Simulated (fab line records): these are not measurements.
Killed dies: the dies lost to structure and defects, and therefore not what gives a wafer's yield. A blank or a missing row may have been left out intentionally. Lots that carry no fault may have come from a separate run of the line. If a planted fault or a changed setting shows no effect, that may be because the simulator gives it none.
fab line records	flow n5_finfet
record lots=7	wafers=39
route steps=1938 shown ZERO_LAYER@11 FIN_SAQP@138 SD_EPI_N@273 HKMG_FIN@386
start_h: the number of hours between the record's first day and the start of the first shown wafer of the lot	wait_h: hours elapsed since this lot's preceding step	" as in the row above	L1.1+2: several wafers, shown together as one row	- either no value or no given start	* or withheld: withheld	< > ~ a bound
route shown NAME@n: a module of which the file shows steps, and the number in the route of the first	usual: mean/standard deviation of fault-free wafers	same: alike in all rows	chamber/n: place in a boat	sites: readings site by site	_std_site: the standard deviation of these	_edge_site: outer sites' mean less inner sites'	radius_mm: for every site, how far away it sits from the centre of the wafer	mask NAME#n: copy n	behind: the most recent tool/chamber to have shaped the wafer	hold: why the lot went on hold/how many hours it stayed there/how the hold came to an end	device: the transistor (n, p or np) that didn't switch	end of line: tests of these same wafers at the route's end	a step given without rows: its recipe and nothing more	killed: at the first sort, the dies lost to defects and structure; wafer yield is something else	map: a wafer's dies, x killed, . not, _ none there
set.NAME: the setting the step ran with; set.NAME@STEP: the setting that earlier step ran with	model.NAME: the simulator's own value behind a step, which no gauge read
one table per step and one row per wafer, for lots whose settings were changed on purpose
## steps
# step N5_ZERO_LAYER_DEVELOP_10
# recipe develop_time_s=60	rinse_liquid=diw	dry=air_spin	dev_temp_c=21
lot.wafer	tool	chamber	start_h	wait_h	set.develop_time_s
L085.2+3+6	litho_track-01	0	-	-	60
L087.1+4+5	litho_track-02	0	-	-	60
L087.2+3+6	"	0	"	"	26.02
L088.1+2+3+4+5+6	litho_track-03	0	-	-	60
L089.1+3+4	litho_track-03	0	-	-	92.56
L089.2+5+6	"	0	"	"	60
L090.1+2+4	litho_track-01	0	-	-	49.09
L090.3+5+6	"	0	"	"	60
L093.1+2+5	litho_track-02	0	-	-	33.47
L093.3+4+6	"	0	"	"	60
L094.1+2+4	litho_track-02	0	-	-	60
L094.3+5+6	"	0	"	"	39.27
# step N5_ZERO_LAYER_HARDBAKE_23
# recipe temp_c=130	time_s=120
# step N5_ZERO_LAYER_CD_MEAS_11
# recipe target_cd_nm=2000	landing_energy_ev=500	detector=se_inlens
# usual cd_nm=2000.2/1.6
lot.wafer	tool	chamber	start_h	wait_h	set.develop_time_s@ZERO_LAYER_DEVELOP_10	cd_nm
L085.2	cd_sem-01	0	78.64	-	60	2002.6
L085.3	"	0	"	"	60	1999.2
L085.6	"	0	"	"	60	2002.7
L087.1	cd_sem-02	0	90.77	-	60	2000.3
L087.2	"	0	"	"	26.02	1981.8
L087.3	"	0	"	"	26.02	1984.5
L087.4	"	0	"	"	60	2000.0
L087.5	"	0	"	"	60	2002.8
L087.6	"	0	"	"	26.02	1984.0
L088.1	cd_sem-01	0	96.79	-	60	2000.5
L088.2	"	0	"	"	60	2002.0
L088.3	"	0	"	"	60	2000.2
L088.4	"	0	"	"	60	2000.7
L088.5	"	0	"	"	60	2001.8
L088.6	"	0	"	"	60	2001.3
L089.1	cd_sem-03	0	102.64	-	92.56	2008.7
L089.2	"	0	"	"	60	1999.4
L089.3	"	0	"	"	92.56	2008.3
L089.4	"	0	"	"	92.56	2007.0
L089.5	"	0	"	"	60	1998.8
L089.6	"	0	"	"	60	2000.6
L090.1	cd_sem-02	0	108.77	-	49.09	1997.8
L090.2	"	0	"	"	49.09	1997.2
L090.3	"	0	"	"	60	2000.6
L090.4	"	0	"	"	49.09	1995.6
L090.5	"	0	"	"	60	2000.5
L090.6	"	0	"	"	60	1999.1
L093.1	cd_sem-01	0	126.77	-	33.47	1986.8
L093.2	"	0	"	"	33.47	1985.3
L093.3	"	0	"	"	60	1997.7
L093.4	"	0	"	"	60	1998.8
L093.5	"	0	"	"	33.47	1988.2
L093.6	"	0	"	"	60	2000.3
L094.1	cd_sem-03	0	132.77	-	60	1999.4
L094.2	"	0	"	"	60	1999.4
L094.3	"	0	"	"	39.27	1990.7
L094.4	"	0	"	"	60	2000.6
L094.5	"	0	"	"	39.27	1990.2
L094.6	"	0	"	"	39.27	1990.4
# step N5_ZERO_LAYER_DESCUM_16
# recipe chemistry=O2	time_s=7.9	source_power_w=50	bias_power_w=20	pressure_mtorr=20	rf_frequency_hz=2.712e+07	temp_c=40	o2_flow_sccm=225
lot.wafer	tool	chamber	start_h	wait_h	set.develop_time_s@ZERO_LAYER_DEVELOP_10	model.ZERO_LAYER.cd_nm
L085.2+6	rie_diel-03	2	78.70	0.1	60	2003
L085.3	"	0	"	"	60	1999
L087.1+4	rie_diel-04	1,2	91.38	0.6	60	2000
L087.2	"	0	"	"	26.02	1982
L087.3+6	"	3,2	"	"	26.02	1984
L087.5	"	1	"	"	60	2003
L088.1	rie_diel-03	3	96.84	0.0	60	2000
L088.2+5	"	0	"	"	60	2002
L088.3	"	2	"	"	60	-
L088.4+6	"	2,3	"	"	60	2001
L089.1	rie_diel-04	2	102.68	0.0	92.56	2009
L089.2	"	0	"	"	60	2000
L089.3	"	3	"	"	92.56	2008
L089.4	"	1	"	"	92.56	2007
L089.5	"	0	"	"	60	1999
L089.6	"	1	"	"	60	2001
L090.1	rie_diel-03	0	108.81	0.0	49.09	1998
L090.2	"	3	"	"	49.09	1997
L090.3+5	"	2,3	"	"	60	2001
L090.4	"	0	"	"	49.09	1996
L090.6	"	2	"	"	60	1999
L093.1	rie_diel-03	0	126.87	0.1	33.47	1987
L093.2	"	2	"	"	33.47	1986
L093.3	"	1	"	"	60	1998
L093.4	"	2	"	"	60	1999
L093.5	"	1	"	"	33.47	1988
L093.6	"	0	"	"	60	2000
L094.1	rie_diel-04	0	132.81	0.0	60	1999
L094.2	"	1	"	"	60	2000
L094.3+6	"	3	"	"	39.27	1991
L094.4	"	2	"	"	60	2001
L094.5	"	0	"	"	39.27	1990
# step N5_FIN_SAQP_SPACER2_ALD_28
# recipe material=SiO2	target_thk_a=81	temp_c=300	ald_precursor_family=BDEAS	ald_co_reactant=O2-plasma	pulse_time_s=1	purge_time_s=2	co_reactant_purge_time_s=2	pressure_torr=2
lot.wafer	tool	chamber	start_h	wait_h	set.target_thk_a	model.SiO2_of_FIN_SAQP_SPACER2_ALD_28.thk_nm
L085.2	ald_sin-03	3	92.54	1.3	81	8.2
L085.3+6	"	1,2	"	"	81	8
L087.1+2+3+4+5+6	ald_sin-03	2,3,1,0,0,3	103.88	0.1	81	8
L088.1+3+6	ald_sin-01	1,3,3	108.81	0.1	81	8
L088.2+4+5	"	2,0,0	"	"	112.9	11.2
L089.1+2+6	ald_sin-03	3,0,2	114.81	0.1	81	8
L089.3	"	1	"	"	65.65	6.4
L089.4+5	"	2,1	"	"	65.65	6.6
L090.1+2+3+4+5+6	ald_sin-02	2,1,3,0,1,0	121.38	0.1	81	8.2
L093.1	ald_sin-01	0	140.29	0.1	116.6	11.8
L093.2+4	"	3,1	"	"	116.6	11.6
L093.3+5+6	"	2,0,3	"	"	81	8.2
L094.1+2+5	ald_sin-03	2,0,2	147.24	0.6	33.62	3.4
L094.3+4+6	"	1,3,3	"	"	81	8.2
# step N5_FIN_SAQP_SPACER2_ETCHBACK_29
# recipe chemistry=CHF3/O2	mode=anisotropic_etchback	target=SiO2	target_depth_a=122	time_s=6.1	pressure_mtorr=30	source_w=650	bias_w=170	Ar_flow_sccm=200	CHF3_flow_sccm=50	O2_flow_sccm=5	ion_energy_ev=200
# step N5_FIN_SAQP_MANDREL2_REMOVE_60
# recipe chemistry=HBr/Cl2/O2	bt_time_s=10	target=a-Si	stop_on=SiNx	endpoint=OES-SiCl	over_etch_frac=1	icp_w=600	bias_w=22	HBr_flow_sccm=150	Cl2_flow_sccm=80	O2_flow_sccm=5	pressure_mtorr=10
lot.wafer	tool	chamber	start_h	wait_h	set.target_thk_a@FIN_SAQP_SPACER2_ALD_28	model.FIN_SAQP.cd_nm
L085.2+3	rie_si-04	3,2	92.98	0.1	81	8.2
L085.6	"	0	"	"	81	8
L087.1+3+4+5	rie_si-06	3,2,2,3	104.29	0.1	81	8.2
L087.2+6	"	1	"	"	81	8
L088.1+6	rie_si-04	3,2	109.24	0.1	81	8
L088.2+4+5	"	0,2,3	"	"	112.9	11.2
L088.3	"	1	"	"	81	8.2
L089.1	rie_si-02	3	115.25	0.1	81	8.2
L089.2+6	"	0,3	"	"	81	8
L089.3+4+5	"	1,2,0	"	"	65.65	6.4
L090.1+3+5+6	rie_si-06	2,0,0,1	121.80	0.1	81	8
L090.2+4	"	1,3	"	"	81	8.2
L093.1+2+4	rie_si-04	2,1,3	140.86	0.1	116.6	11.6
L093.3+5	"	0	"	"	81	8
L093.6	"	1	"	"	81	8.2
L094.1+2+5	rie_si-06	1,0,0	147.65	0.1	33.62	3.4
L094.3	"	2	"	"	81	8
L094.4+6	"	3,1	"	"	81	8.2
# step N5_FIN_SAQP_CD_MEAS_31
# recipe target_cd_nm=8	landing_energy_ev=1000	detector=se_inlens	polarity=line
# usual cd_nm=8.09/0.21
lot.wafer	tool	chamber	start_h	wait_h	set.target_thk_a@FIN_SAQP_SPACER2_ALD_28	cd_nm
L085.2	cd_sem-01	0	93.10	0.1	81	8.25
L085.3	"	0	"	"	81	8.26
L085.6	"	0	"	"	81	8.31
L087.1	cd_sem-01	0	104.40	0.1	81	8.17
L087.2	"	0	"	"	81	8.35
L087.3	"	0	"	"	81	8.06
L087.4	"	0	"	"	81	8.00
L087.5	"	0	"	"	81	8.36
L087.6	"	0	"	"	81	8.48
L088.1	cd_sem-03	0	109.35	0.1	81	8.23
L088.2	"	0	"	"	112.9	11.14
L088.3	"	0	"	"	81	8.05
L088.4	"	0	"	"	112.9	11.39
L088.5	"	0	"	"	112.9	11.16
L088.6	"	0	"	"	81	8.54
L089.1	cd_sem-03	0	115.36	0.1	81	8.01
L089.2	"	0	"	"	81	8.02
L089.3	"	0	"	"	65.65	6.59
L089.4	"	0	"	"	65.65	6.49
L089.5	"	0	"	"	65.65	6.27
L089.6	"	0	"	"	81	8.50
L090.1	cd_sem-01	0	121.92	0.1	81	8.29
L090.2	"	0	"	"	81	8.22
L090.3	"	0	"	"	81	7.81
L090.4	"	0	"	"	81	8.25
L090.5	"	0	"	"	81	8.10
L090.6	"	0	"	"	81	8.14
L093.1	cd_sem-02	0	140.96	0.1	116.6	11.60
L093.2	"	0	"	"	116.6	11.83
L093.3	"	0	"	"	81	8.11
L093.4	"	0	"	"	116.6	11.67
L093.5	"	0	"	"	81	7.91
L093.6	"	0	"	"	81	8.33
L094.1	cd_sem-02	0	147.76	0.1	33.62	3.16
L094.2	"	0	"	"	33.62	3.55
L094.3	"	0	"	"	81	7.88
L094.4	"	0	"	"	81	8.16
L094.5	"	0	"	"	33.62	3.21
L094.6	"	0	"	"	81	8.19
# step N5_FIN_SAQP_HM_OPEN_33
# recipe chemistry=CH3F/O2	target=SiNx	mask_material=SiO2	target_depth_a=494	time_s=70.6	pressure_mtorr=30	source_w=395	bias_w=73	Ar_flow_sccm=150	CH3F_flow_sccm=30	O2_flow_sccm=20	ion_energy_ev=120	ends=cleared
# step N5_FIN_SAQP_ETCH_34
# recipe chemistry=C4F6/O2	target=SiO2	target_depth_a=450	time_s=15	ion_energy_ev=250	pressure_mtorr=30	source_w=345	bias_w=185	Ar_flow_sccm=300	C4F6_flow_sccm=10	O2_flow_sccm=10	ends=cleared
lot.wafer	tool	chamber	start_h	wait_h	set.target_thk_a@FIN_SAQP_SPACER2_ALD_28	model.FIN_SAQP.cd_nm
L085.2+3	rie_diel-01	3,2	93.21	0.0	81	8.2
L085.6	"	2	"	"	81	8
L087.1+2+3+6	rie_diel-01	2,3,1,3	104.52	0.0	81	8
L087.4+5	"	0	"	"	81	8.2
L088.1+3	rie_diel-01	3,0	109.46	0.0	81	8
L088.2+4+5	"	2,1,2	"	"	112.9	11.2
L088.6	"	1	"	"	81	8.2
L089.1	rie_diel-01	0	115.48	0.0	81	8.2
L089.2+6	"	2,3	"	"	81	8
L089.3+4+5	"	1,3,2	"	"	65.65	6.4
L090.1+2+3+4	rie_diel-02	0,3,1,2	122.04	0.0	81	8
L090.5+6	"	1,2	"	"	81	7.8
L093.1+2	rie_diel-06	3,0	141.17	0.0	116.6	11.8
L093.3	"	2	"	"	81	8.2
L093.4	"	1	"	"	116.6	11.6
L093.5+6	"	2,1	"	"	81	8
L094.1	rie_diel-02	1	147.93	0.0	33.62	3.4
L094.2+5	"	0	"	"	33.62	3.2
L094.3	"	2	"	"	81	8
L094.4	"	3	"	"	81	8.4
L094.6	"	3	"	"	81	8.2
# step N5_FIN_SAQP_STRIP_77
# recipe chemistry=N2/H2	time_s=90	power_w=100	temp_c=40	pressure_mtorr=100	rf_frequency_hz=6e+07	bias_power_w=3	n2_flow_sccm=300	h2_flow_sccm=300
# step N5_FIN_SAQP_HM_CD_35
# recipe target_cd_nm=8	polarity=line
# usual cd_nm=8.07/0.22
lot.wafer	tool	chamber	start_h	wait_h	set.target_thk_a@FIN_SAQP_SPACER2_ALD_28	cd_nm
L085.2	cd_sem-01	-	93.36	0.1	81	8.15
L085.3	"	-	"	"	81	8.08
L085.6	"	-	"	"	81	8.31
L087.1	cd_sem-03	-	104.67	0.1	81	8.15
L087.2	"	-	"	"	81	7.89
L087.3	"	-	"	"	81	8.07
L087.4	"	-	"	"	81	8.20
L087.5	"	-	"	"	81	8.34
L087.6	"	-	"	"	81	7.85
L088.1	cd_sem-03	-	109.61	0.1	81	7.69
L088.2	"	-	"	"	112.9	11.21
L088.3	"	-	"	"	81	8.13
L088.4	"	-	"	"	112.9	11.51
L088.5	"	-	"	"	112.9	11.12
L088.6	"	-	"	"	81	8.15
L089.1	cd_sem-02	-	115.62	0.1	81	8.41
L089.2	"	-	"	"	81	8.11
L089.3	"	-	"	"	65.65	6.26
L089.4	"	-	"	"	65.65	6.42
L089.5	"	-	"	"	65.65	6.40
L089.6	"	-	"	"	81	8.20
L090.1	cd_sem-02	-	122.19	0.1	81	7.64
L090.2	"	-	"	"	81	8.13
L090.3	"	-	"	"	81	8.30
L090.4	"	-	"	"	81	8.26
L090.5	"	-	"	"	81	7.82
L090.6	"	-	"	"	81	7.75
L093.1	cd_sem-01	-	141.32	0.1	116.6	11.73
L093.2	"	-	"	"	116.6	11.80
L093.3	"	-	"	"	81	8.36
L093.4	"	-	"	"	116.6	11.84
L093.5	"	-	"	"	81	7.91
L093.6	"	-	"	"	81	8.02
L094.1	cd_sem-02	-	148.08	0.1	33.62	3.95
L094.2	"	-	"	"	33.62	3.39
L094.3	"	-	"	"	81	7.81
L094.4	"	-	"	"	81	8.24
L094.5	"	-	"	"	33.62	3.28
L094.6	"	-	"	"	81	8.29
# step N5_FIN_SAQP_ETCH_64
# recipe chemistry=CF4	target=SiO2	target_depth_a=15	ion_energy_ev=350	pressure_mtorr=10	icp_w=800	bias_w=400	cf4_flow_sccm=80
# step N5_FIN_SAQP_FIN_ETCH_36
# recipe chemistry=HBr/Cl2/O2	target_depth_a=1200	mask_material=SiNx	time_s=50.4	bias_w=102	pressure_mtorr=10	icp_w=800	HBr_flow_sccm=150	Cl2_flow_sccm=80	O2_flow_sccm=12
# step N5_FIN_SAQP_CD_MEAS_37
# recipe target_cd_nm=8	polarity=line
# usual cd_nm=8.10/0.21
lot.wafer	tool	chamber	start_h	wait_h	set.target_thk_a@FIN_SAQP_SPACER2_ALD_28	cd_nm
L085.2	cd_sem-02	-	93.56	0.1	81	8.09
L085.3	"	-	"	"	81	8.01
L085.6	"	-	"	"	81	7.88
L087.1	cd_sem-01	-	104.85	0.1	81	8.18
L087.2	"	-	"	"	81	7.74
L087.3	"	-	"	"	81	7.82
L087.4	"	-	"	"	81	7.81
L087.5	"	-	"	"	81	8.11
L087.6	"	-	"	"	81	8.13
L088.1	cd_sem-02	-	109.80	0.1	81	7.87
L088.2	"	-	"	"	112.9	11.44
L088.3	"	-	"	"	81	8.14
L088.4	"	-	"	"	112.9	10.98
L088.5	"	-	"	"	112.9	11.63
L088.6	"	-	"	"	81	8.34
L089.1	cd_sem-03	-	115.81	0.1	81	7.82
L089.2	"	-	"	"	81	8.13
L089.3	"	-	"	"	65.65	6.49
L089.4	"	-	"	"	65.65	6.56
L089.5	"	-	"	"	65.65	6.57
L089.6	"	-	"	"	81	8.22
L090.1	cd_sem-01	-	122.37	0.1	81	7.94
L090.2	"	-	"	"	81	8.18
L090.3	"	-	"	"	81	7.99
L090.4	"	-	"	"	81	8.20
L090.5	"	-	"	"	81	7.69
L090.6	"	-	"	"	81	7.91
L093.1	cd_sem-03	-	141.51	0.1	116.6	11.76
L093.2	"	-	"	"	116.6	11.85
L093.3	"	-	"	"	81	8.14
L093.4	"	-	"	"	116.6	11.85
L093.5	"	-	"	"	81	8.15
L093.6	"	-	"	"	81	7.69
L094.1	cd_sem-02	-	148.27	0.1	33.62	3.56
L094.2	"	-	"	"	33.62	3.53
L094.3	"	-	"	"	81	8.01
L094.4	"	-	"	"	81	8.57
L094.5	"	-	"	"	33.62	3.53
L094.6	"	-	"	"	81	8.02
# step N5_SD_EPI_N_DESCUM_14
# recipe chemistry=O2	time_s=7.9	source_power_w=50	bias_power_w=20	pressure_mtorr=20	rf_frequency_hz=2.712e+07	temp_c=40	resist=CAR-ArF-block	o2_flow_sccm=225
lot.wafer	tool	chamber	start_h	wait_h	set.time_s	model.CAR-ArF-block_of_SD_EPI_N_COAT_03.thk_nm
L085.2+3	rie_diel-01	1,3	118.43	0.1	7.9	142.6
L085.6	"	2	"	"	7.9	143
L087.1	rie_diel-01	0	126.87	0.2	7.9	143.4
L087.2	"	1	"	"	7.9	143
L087.3	"	3	"	"	11.6	141.2
L087.4	"	2	"	"	7.9	143.6
L087.5	"	0	"	"	11.6	140.8
L087.6	"	1	"	"	11.6	141
L088.1	rie_diel-02	0	131.66	0.0	12.02	140.6
L088.2	"	3	"	"	7.9	143.2
L088.3	"	1	"	"	12.02	140.4
L088.4	"	2	"	"	7.9	142.6
L088.5	"	3	"	"	12.02	141.2
L088.6	"	2	"	"	7.9	143
L089.1	rie_diel-01	0	141.54	0.7	7.9	143.6
L089.2	"	2	"	"	4.01	145.8
L089.3	"	1	"	"	4.01	145.2
L089.4	"	2	"	"	4.01	145.4
L089.5+6	"	0,1	"	"	7.9	143.2
L090.1+6	rie_diel-06	1,0	145.26	0.0	11.26	141.6
L090.2	"	2	"	"	11.26	141.4
L090.3	"	0	"	"	7.9	143.4
L090.4+5	"	3	"	"	7.9	143.6
L093.1	rie_diel-01	3	163.14	0.0	6.691	144.2
L093.2+4	"	0,1	"	"	7.9	143.2
L093.3	"	2	"	"	6.691	144.4
L093.5	"	2	"	"	7.9	143.6
L093.6	"	3	"	"	6.691	144
L094.1	rie_diel-06	1	170.00	0.0	3.314	147.2
L094.2	"	0	"	"	7.9	144.2
L094.3	"	3	"	"	3.314	146.6
L094.4	"	2	"	"	7.9	143.4
L094.5	"	0	"	"	3.314	146
L094.6	"	1	"	"	7.9	143.6
# step N5_HKMG_FIN_HK_ALD_01
# recipe material=HfO2	target_thk_a=16	temp_c=withheld	ald_precursor_family=HfCl4	ald_co_reactant=H2O	pulse_time_s=3	purge_time_s=3	co_reactant_purge_time_s=2.5	co_reactant_pulse_time_s=0.3	ald_cycles=30
lot.wafer	tool	chamber	start_h	wait_h	set.ald_cycles	model.HfO2_of_HKMG_FIN_HK_ALD_01.thk_nm
L085.2+3+6	ald_hk-03	2,1,3	140.57	0.0	30	1.6
L087.1+2+3+4+5+6	ald_hk-01	1,0,2,3,3,0	149.26	0.0	30	1.6
L088.1+4+6	ald_hk-02	0,3,0	152.47	0.0	19	1
L088.2+3+5	"	1,2,1	"	"	30	1.6
L089.1+4+5	ald_hk-03	0,1,2	163.67	0.0	30	1.6
L089.2+3+6	"	2,3,1	"	"	21	1.2
L090.1+2+3	ald_hk-01	0,3,2	165.77	0.0	13	0.6
L090.4+5+6	"	1,1,0	"	"	30	1.6
L093.1+5+6	ald_hk-03	2,1,2	184.44	0.0	30	1.6
L093.2+3+4	"	1,0,3	"	"	41	2.2
L094.1+3+6	ald_hk-01	3,2,0	190.39	0.0	18	1
L094.2+4+5	"	0,1,3	"	"	30	1.6
# step N5_HKMG_FIN_HK_ANNEAL_02
# recipe temp_c=700	time_s=30	ambient=N2	idle_temp_c=600	ramp_up_c_per_s=150	ramp_down_c_per_s=60	cool_to_c=600
# step N5_HKMG_FIN_ALD_74
# recipe material=La2O3	target_thk_a=5	temp_c=250	ald_precursor_family=La-Cp	ald_co_reactant=O3	pulse_time_s=6	co_reactant_pulse_time_s=1	purge_time_s=3	co_reactant_purge_time_s=3
# step N5_HKMG_FIN_WET_ETCH_82
# recipe chemistry=dHCl	mix=1:10000	temp_c=25	target=La2O3	stop_on=HfO2	target_depth_nm=2	dry=ipa_marangoni	rinse_time_s=30	rinse_temp_c=23
# step N5_HKMG_FIN_ALD_36
# recipe material=TiN	target_thk_a=10	temp_c=400	ald_precursor_family=TiCl4	ald_co_reactant=NH3	pulse_time_s=1	purge_time_s=3	co_reactant_purge_time_s=2	co_reactant_pulse_time_s=2	ald_cycles=47	pressure_torr=3
# step N5_HKMG_FIN_THK_MEAS_70
# recipe thk_meas_gauge=xrf	reads=HfO2_of_HKMG_FIN_HK_ALD_01
# usual HK_THK=1.621/0.018
lot.wafer	tool	chamber	start_h	wait_h	set.ald_cycles@HKMG_FIN_HK_ALD_01	HK_THK[nm]
L085.2	film_metro-01	-	144.40	0.2	30	1.597
L085.3	"	-	"	"	30	1.608
L085.6	"	-	"	"	30	1.623
L087.1	film_metro-02	-	152.77	0.2	30	1.639
L087.2	"	-	"	"	30	1.679
L087.3	"	-	"	"	30	1.602
L087.4	"	-	"	"	30	1.644
L087.5	"	-	"	"	30	1.663
L087.6	"	-	"	"	30	1.660
L088.1	film_metro-02	-	155.87	0.2	19	1.006
L088.2	"	-	"	"	30	1.576
L088.3	"	-	"	"	30	1.624
L088.4	"	-	"	"	19	1.032
L088.5	"	-	"	"	30	1.631
L088.6	"	-	"	"	19	0.993
L089.1	film_metro-01	-	167.12	0.2	30	1.605
L089.2	"	-	"	"	21	1.124
L089.3	"	-	"	"	21	1.138
L089.4	"	-	"	"	30	1.618
L089.5	"	-	"	"	30	1.620
L089.6	"	-	"	"	21	1.129
L090.1	film_metro-01	-	169.52	0.2	13	0.705
L090.2	"	-	"	"	13	0.699
L090.3	"	-	"	"	13	0.708
L090.4	"	-	"	"	30	1.633
L090.5	"	-	"	"	30	1.620
L090.6	"	-	"	"	30	1.633
L093.1	film_metro-01	-	187.94	0.2	30	1.613
L093.2	"	-	"	"	41	2.226
L093.3	"	-	"	"	41	2.198
L093.4	"	-	"	"	41	2.205
L093.5	"	-	"	"	30	1.625
L093.6	"	-	"	"	30	1.620
L094.1	film_metro-02	-	194.45	0.2	18	0.948
L094.2	"	-	"	"	30	1.608
L094.3	"	-	"	"	18	0.977
L094.4	"	-	"	"	30	1.640
L094.5	"	-	"	"	30	1.636
L094.6	"	-	"	"	18	0.994
## key
split step=N5_ZERO_LAYER_DEVELOP_10	setting=develop_time_s	stated=60	by=wafer
response step=N5_ZERO_LAYER_CD_MEAS_11	reading=cd_nm	change=+0.246	per=1%	r=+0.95
response step=N5_ZERO_LAYER_DESCUM_16	reading=model.ZERO_LAYER.cd_nm	change=+0.247	per=1%	r=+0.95
split step=N5_FIN_SAQP_SPACER2_ALD_28	setting=target_thk_a	stated=81	by=wafer
response step=N5_FIN_SAQP_SPACER2_ALD_28	reading=model.SiO2_of_FIN_SAQP_SPACER2_ALD_28.thk_nm	change=+0.0808	per=1%	r=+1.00
response step=N5_FIN_SAQP_MANDREL2_REMOVE_60	reading=model.FIN_SAQP.cd_nm	change=+0.0808	per=1%	r=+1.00
response step=N5_FIN_SAQP_CD_MEAS_31	reading=cd_nm	change=+0.0806	per=1%	r=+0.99
response step=N5_FIN_SAQP_ETCH_34	reading=model.FIN_SAQP.cd_nm	change=+0.0833	per=1%	r=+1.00
response step=N5_FIN_SAQP_HM_CD_35	reading=cd_nm	change=+0.0819	per=1%	r=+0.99
response step=N5_FIN_SAQP_CD_MEAS_37	reading=cd_nm	change=+0.0822	per=1%	r=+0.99
split step=N5_SD_EPI_N_DESCUM_14	setting=time_s	stated=7.9	by=wafer
response step=N5_SD_EPI_N_DESCUM_14	reading=model.CAR-ArF-block_of_SD_EPI_N_COAT_03.thk_nm	change=-0.0466	per=1%	r=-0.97
split step=N5_HKMG_FIN_HK_ALD_01	setting=ald_cycles	stated=30	by=wafer
response step=N5_HKMG_FIN_HK_ALD_01	reading=model.HfO2_of_HKMG_FIN_HK_ALD_01.thk_nm	change=+0.0163	per=1%	r=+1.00
response step=N5_HKMG_FIN_THK_MEAS_70	reading=HK_THK	change=+0.0163	per=1%	r=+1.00
